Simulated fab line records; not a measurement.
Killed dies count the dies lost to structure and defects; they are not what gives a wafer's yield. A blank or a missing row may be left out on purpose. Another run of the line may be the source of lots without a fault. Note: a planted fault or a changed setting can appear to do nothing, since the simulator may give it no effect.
A struck lot beside a sound one + flow n5_finfet + 40 steps out of a route of 1938
Sound: wafers L207.2, L207.3, L207.6. Struck: wafer L197.6 (left out: L197.3, a lot-mate that was not struck); the cause follows at the end.
Per side, at each step with rows, come the tool, then ch with its chambers, and then its first start. Under that, the readings that differ: sound wafers + struck wafers + difference of the means + sigmas: that difference in standard deviations of wafers without a fault.
alike: readings whose means differ by less than 2 such deviations, and words and numbers that are the same on both sides. not compared: withheld readings, readings that some wafer has no value for, bounds like >300 that may hide the same value, and numbers for which the record gives no deviation and whose values overlap.
A row with sigmas, a row that says differs or no value, or rows on one side alone: a step with any of these is where the two part. When numbers do not overlap yet have no deviation, they are printed without sigmas and do not part them. A reading missing from all wafers of one side parts the sides only when that side holds two or more wafers.

first, 10 steps without rows for these wafers: N5_HKMG_FIN_CMP_23 (polishes, stops on SiNx, t overpolish 10 s, target thk 46.326 nm); N5_HKMG_FIN_CMP_94 (polishes, stops on SiNx, t overpolish 4.7 s, target thk 43.299 nm); N5_GATE_CUT_ETCHBACK_00 (etches W in SF6/Cl2); N5_GATE_CUT_ETCH_56 (etches TiN in Cl2/Ar, target depth 21.6 nm); N5_GATE_CUT_ETCHBACK_30 (etches TiN in Cl2/Ar, target depth 3 nm); N5_GATE_CUT_VAPOR_ETCH_60 (etches HfO2 in BCl3/Cl2); N5_GATE_CUT_ETCH_58 (etches SiNx in CH3F/O2, target depth 17 nm, time 128.6 s); N5_GATE_CUT_STRIP_59 (strips in N2/H2, time 20 s); N5_GATE_CUT_PRECLEAN_31 (cleans in DIW, time 300 s); N5_GATE_CUT_SRD_32 (time 30 s).
N5_GATE_CUT_SAC_CAP_01: material SiNx, target thk 24 nm, pulse time 1 s, ald cycles 480.
  sound on ald_sin-04 ch 0,2,3, day 8 23:14; struck on ald_sin-03 ch 1, day 6 11:17
| reading                                       | sound       | struck | difference | sigmas |
|-----------------------------------------------|-------------|--------|------------|--------|
| ald_cycles                                    | 480 480 480 | 273    | -207       |        |
| model.SiNx_of_GATE_CUT_SAC_CAP_01.thk_nm (nm) | 24 24 23.8  | 13.4   | -10.5      |        |
  alike: heater_power_w, precursor_pulse_height_rel
then, 25 steps without rows for these wafers: N5_GATE_CUT_PECVD_57 (deposits SiNx from SiH4/NH3/N2, target thk 21 nm); N5_GATE_CUT_CMP_02 (polishes, stops on SiO2, t overpolish 12.7 s, target thk 0 nm); N5_GATE_CUT_HM_DEP_46 (deposits SiO2 from TEOS/O2, target thk 130 nm, time 26.6 s); N5_GATE_CUT_COAT_34 (time 60 s, resist thk 60 nm); N5_GATE_CUT_COAT_35 (time 60 s, resist thk 10 nm); N5_GATE_CUT_COAT_27 (time 60 s, resist thk 10 nm); N5_GATE_CUT_COAT_07 (resist thk 30 nm); N5_GATE_CUT_EBR_09; N5_GATE_CUT_SOFTBAKE_08 (time 60 s); N5_GATE_CUT_EXPOSE_10 (exposes mask GATE CUT, target cd 20 nm); N5_GATE_CUT_PEB_11 (peb time 60 s); N5_GATE_CUT_DEVELOP_12 (develop time 30 s); N5_GATE_CUT_DESCUM_18 (chemistry O2, time 7 s); N5_GATE_CUT_ETCH_28 (etches underlayer in N2/H2, target depth 13 nm, time 10.4 s); N5_GATE_CUT_ETCH_36 (etches SiARC in CF4, target depth 13 nm, time 21.7 s); N5_GATE_CUT_ETCH_37 (etches SOC in N2/H2, target depth 60 nm, overetch 12 nm, time 90 s); N5_GATE_CUT_STRIP_38 (strips in N2/H2); N5_GATE_CUT_STRIP_39 (strips in N2/H2); N5_GATE_CUT_HM_OPEN_40 (chemistry C4F6/O2, target SiO2, target depth 139 nm, time 85.1 s); N5_GATE_CUT_STRIP_41 (strips in CF4); N5_GATE_CUT_STRIP_42 (strips in O2); N5_GATE_CUT_ETCH_19 (etches SiNx in CH3F/O2, target depth 53.7 nm, time 76.7 s); N5_GATE_CUT_CUT_ETCH_53 (etches W in SF6/Cl2, target depth 79.2 nm); N5_GATE_CUT_CUT_ETCH_54 (etches TiN in Cl2/BCl3, target depth 96.7 nm); N5_GATE_CUT_CUT_ETCH_55 (etches HfO2 in BCl3, target depth 3.2 nm).
N5_MOL_CONTACT_COAG_CMP_28: polishes, stops on SiNx, t overpolish 0.85 s, target thk 14.522 nm.
  sound on cmp-02 ch 0,1, day 9 16:17; struck on cmp-02 ch 0, day 7 03:25
| reading                                       | sound          | struck | difference | sigmas |
|-----------------------------------------------|----------------|--------|------------|--------|
| model.SiNx_of_GATE_CUT_SAC_CAP_01.thk_nm (nm) | 17.8 17.8 17.8 | 10     | -8         |        |
  alike: edge_zone_pressure_frac, motor_current_A, time_to_endpoint_s
  not compared: pad_life_wafers
N5_MOL_CONTACT_COAG_THK_MEAS_29:
  struck on film_metro-01, day 7 03:43; sound on film_metro-01, day 9 16:35
| reading         | sound             | struck | difference | sigmas |
|-----------------|-------------------|--------|------------|--------|
| MD_CAP_THK (nm) | 17.88 17.85 17.85 | 9.97   | -7.89      | -99    |
N5_MOL_CONTACT_COAG_ETCH_47: etches SiNx in CH3F/O2, stops on W, target depth 27 nm.
  sound on rie_diel-01 ch 2,3, day 9 18:22; struck on rie_diel-06 ch 0, day 7 06:22
| reading                                      | sound             | struck | difference | sigmas |
|----------------------------------------------|-------------------|--------|------------|--------|
| etch_rf_on_time_s (s)                        | 30.4 31.1 30.5    | 17.6   | -13.1      | -28    |
| model.etch.t_clear_s (s)                     | 25.32 25.9 25.41  | 14.65  | -10.89     |        |
| model.MOL_CONTACT_COAG.feature_depth_nm (nm) | 18.4 18.4 18.4    | 10.4   | -8.0       |        |
| model.etch.depth_nm (nm)                     | 17.87 17.88 17.83 | 10     | -8         |        |
  alike: drypump_motor_current_A, oes_ar_750_au, oes_product_au, rf_vpp_V, showerhead_plenum_p_Torr, throttle_valve_pct
  not compared: rf_hours_counter_h
-- record jumps: 4 days separate the struck wafers' starts on either side; left off in module MOL_CONTACT_COAG, taken up again in module BEOL_M4, whose first shown step is the route's number 1111 --
N5_BEOL_M4_RC_MEAS_101:
  sound on prober-01 ch 0, day 13 11:55; struck on prober-01 ch 0, day 11 08:14
| reading       | sound          | struck | difference | sigmas |
|---------------|----------------|--------|------------|--------|
| ION_P (uA/um) | 449 447 449    | 467    | +19        | +2     |
| VT_P (mV)     | -259 -254 -259 | -249   | +8         | +3     |
  alike: DIBL_N, DIBL_P, IOFF_N, IOFF_P, ION_N, SS_N, SS_P, VT_N

WHERE THEY PART
First at N5_MOL_CONTACT_COAG_THK_MEAS_29; last, within this record, at N5_BEOL_M4_RC_MEAS_101.

WHY: what the simulator had put in
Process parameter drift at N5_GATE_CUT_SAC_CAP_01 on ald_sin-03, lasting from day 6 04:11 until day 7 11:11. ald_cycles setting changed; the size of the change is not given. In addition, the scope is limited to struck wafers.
